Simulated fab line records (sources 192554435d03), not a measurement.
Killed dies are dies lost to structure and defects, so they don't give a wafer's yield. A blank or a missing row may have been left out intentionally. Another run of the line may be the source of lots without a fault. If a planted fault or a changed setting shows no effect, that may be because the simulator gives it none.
What tool caused it? | flow n5 finfet | Sampling: 12 lots, 33 wafers, 2 of 1938 route steps

## WHAT EACH GAUGE READ, for each wafer
N5_BEOL_M14_INSPECT_55: inspects for defects (darkfield). Usual: raw defect count at 73, with a standard deviation of 25.
lot  | measured     | on                | raw defect count | flag
L805 | day 12 05:05 | defect inspect-02 | 59 47 44         |
L804 | day 12 18:22 | defect inspect-01 | 76 65 98         |
L806 | day 12 19:52 | defect inspect-02 | 43 52 49         |
L808 | day 13 07:53 | defect inspect-01 | 98 59 88         |
L809 | day 13 08:14 | defect inspect-02 | 112 64 119       |
L812 | day 13 16:44 | defect inspect-01 | 77 71            |
L813 | day 14 14:30 | defect inspect-02 | 57 99 131        |
L815 | day 15 04:34 | defect inspect-01 | 50 94 64         |
L817 | day 15 14:42 | defect inspect-01 | 102 136 45       |
L820 | day 16 01:00 | defect inspect-02 | 56 91            |
L822 | day 16 05:09 | defect inspect-01 | 49 35 47         |
L823 | day 16 06:34 | defect inspect-02 | 69 96            |

## EACH LOT AND THE TOOL THAT RAN IT (in order: tool; ch and the chambers of the sampled wafers; start)
lot  | N5_BEOL_M14_SPUTTER_43
L805 | pvd sputter-02, day 12 03:53
L804 | pvd sputter-01, day 12 17:09
L806 | pvd sputter-02, day 12 18:35
L808 | pvd sputter-02, day 13 06:37
L809 | pvd sputter-02, day 13 07:01
L812 | pvd sputter-01, day 13 15:05
L813 | pvd sputter-01, day 14 13:19
L815 | pvd sputter-03, day 15 03:18
L817 | pvd sputter-02, day 15 13:29
L820 | pvd sputter-01, day 15 23:47
L822 | pvd sputter-03, day 16 03:34
L823 | pvd sputter-01, day 16 05:21
- N5_BEOL_M14_SPUTTER_43: material TaN, target thk 15 nm, time 24.19 s.

## WHAT THE TOOLS THEMSELVES READ (means of the sampled wafers that have a number; where no wafer has one, the mark that the record gives instead)
N5_BEOL_M14_SPUTTER_43. Usual: throttle valve pct at 30.6 %, with a standard deviation of 0.92.
lot  | tool           | throttle valve pct (%) | flag
L805 | pvd sputter-02 | 31.2                   |
L804 | pvd sputter-01 | 30.1                   |
L806 | pvd sputter-02 | 30.6                   |
L808 | pvd sputter-02 | 31.4                   |
L809 | pvd sputter-02 | 30.4                   |
L812 | pvd sputter-01 | 30.1                   |
L813 | pvd sputter-01 | 29.8                   |
L815 | pvd sputter-03 | 31.0                   |
L817 | pvd sputter-02 | 30.5                   |
L820 | pvd sputter-01 | 30.1                   |
L822 | pvd sputter-03 | 31.3                   |
L823 | pvd sputter-01 | 30.2                   |

## THE ANSWER, worked out from the rows above alone
Rule: lot off if the mean of its wafers having a number is beyond 3 standard deviations from the usual mean. A lot without any number at a reading at which 4 lots or more have one is off too. All remaining lots with rows at the step are treated as sound. First the gauges in route order, then the tools' own readings, where a lot's mean is used as printed above. The first step at which some lot is off is used, and at that step the reading that is off furthest; a lot without a number counts as furthest.
Across all readings shown, no lot is off: no conclusion can be drawn from this.

## WHAT THE SIMULATOR HAD PUT IN
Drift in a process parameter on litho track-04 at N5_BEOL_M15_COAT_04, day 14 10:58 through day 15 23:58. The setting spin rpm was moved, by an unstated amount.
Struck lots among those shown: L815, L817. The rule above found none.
